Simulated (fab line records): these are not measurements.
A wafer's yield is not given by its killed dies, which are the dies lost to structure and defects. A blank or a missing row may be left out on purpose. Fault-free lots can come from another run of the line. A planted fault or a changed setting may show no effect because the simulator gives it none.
A struck lot beside a sound one ; flow nandHarc ; 15 out of 1159 route steps
Sound: the wafers L905.1, L905.4, L905.6. Struck: wafer L912.4 (left out: L912.1, a lot-mate that was not struck); the cause follows at the end.
At each step with rows: each side's tool, then ch and its chambers, then its first start. Under that, the readings that differ: sound wafers ; struck wafers ; difference of the means ; sigmas: that difference in standard deviations of wafers without a fault.
alike: readings whose means differ by less than 2 such deviations, and words and numbers that are the same on both sides. not compared: withheld readings, readings that some wafer has no value for, bounds like >300 that may hide the same value, and numbers for which the record gives no deviation and whose values overlap.
A row with sigmas, a row that says differs or no value, or rows on one side alone: a step with any of these is where the two part. Non-overlapping numbers with no deviation appear without sigmas and do not part them. A reading missing from all wafers of one side parts the sides only when that side holds two or more wafers.

first, 6 steps without rows for these wafers: NHARC_A_CONTACT_COAT_36 (resist thk 90 nm); NHARC_A_CONTACT_SOFTBAKE_37 (time 55 s); NHARC_A_CONTACT_EBR_38; NHARC_A_CONTACT_EXPOSE_39 (exposes mask A CC 3); NHARC_A_CONTACT_PEB_40 (peb time 65 s); NHARC_A_CONTACT_DEVELOP_41 (develop time 35 s).
NHARC_A_CONTACT_CD_MEAS_42: the cd target is 200 nm.
  sound on cdSem-01 ch 0, day 19 06:57; struck on cdSem-03 ch 0, day 20 16:34
  alike: cdNm
NHARC_A_CONTACT_OVL_MEAS_43:
  sound: overlay-02 at day 19 07:02; struck: overlay-02 at day 20 16:40
reading;sound;struck;difference;sigmas
overlayXNm (nm);2.1 2.3 2.1;-0.2;-2.4;-2
  alike: overlayYNm
NHARC_A_CONTACT_INSPECT_44:
  sound: defectInspect-01 at day 19 07:05; struck: defectInspect-01 at day 20 16:42
  alike: rawDefectCount
NHARC_A_CONTACT_DESCUM_47: chemistry O2, time 3 s.
  sound on rieDiel-06 ch 0,2, day 19 07:16; struck on rieDiel-06 ch 1, day 20 16:53
  alike: drypumpMotorCurrentA, o2FlowSccm, oesProductAu, rfVppV, showerheadPlenumPTorr, throttleValvePct
  not compared: rfHoursCounterH
NHARC_A_CONTACT_ETCH_48: etches the open film in CF4, target depth 39 nm, time 65 s.
  sound on rieDiel-06 ch 1,3, day 19 07:21; struck on rieDiel-06 ch 1, day 20 17:05
  alike: drypumpMotorCurrentA, oesProductAu, rfVppV, showerheadPlenumPTorr, throttleValvePct
  not compared: rfHoursCounterH
NHARC_A_CONTACT_ETCH_49: etches the open film in N2/H2, target depth 260 nm, time 475.3 s.
  sound on rieDiel-06 ch 0,1,2; struck on rieDiel-06 ch 1
  alike: drypumpMotorCurrentA, oesProductAu, rfVppV, showerheadPlenumPTorr, throttleValvePct
  not compared: rfHoursCounterH
NHARC_A_CONTACT_ETCH_50: etches the open film in CF4/CHF3, target depth 84.7 nm, time 42.4 s.
  sound on rieDiel-06 ch 0,3, day 19 07:47; struck on rieDiel-06 ch 0, day 20 17:37
reading;sound;struck;difference;sigmas
oesProductAu (a.u.);0.982 0.984 0.996;0.831;-0.156;-8
  alike: drypumpMotorCurrentA, rfVppV, showerheadPlenumPTorr, throttleValvePct
  not compared: rfHoursCounterH
NHARC_A_CONTACT_ETCH_51: etches the open film in O2/COS, target depth 3600 nm, time 936 s.
  sound on rieDiel-06 ch 0,1,2; struck on rieDiel-06 ch 0
reading;sound;struck;difference;sigmas
o2FlowSccm (sccm);399.6 399.4 398.3;402.0;+2.9;+2
showerheadPlenumPTorr (Torr);3.37 2.93 2.93;3.36;+0.28;+2
  alike: drypumpMotorCurrentA, oesProductAu, rfVppV, throttleValvePct
  not compared: rfHoursCounterH
-- record jumps: 3 days between struck wafers' starts before vs after; left off in module A_CONTACT, resumes in module END, first step shown is number 1159 of the route --
NHARC_END_SORT_01:
  only the struck wafers appear in the record here, on prober-01 ch 0 at day 23 22:17; the sound ones have no rows

## WHERE THEY PART
Earliest at NHARC_A_CONTACT_OVL_MEAS_43; latest, in this record, at NHARC_END_SORT_01.

WHY: what the simulator had put in
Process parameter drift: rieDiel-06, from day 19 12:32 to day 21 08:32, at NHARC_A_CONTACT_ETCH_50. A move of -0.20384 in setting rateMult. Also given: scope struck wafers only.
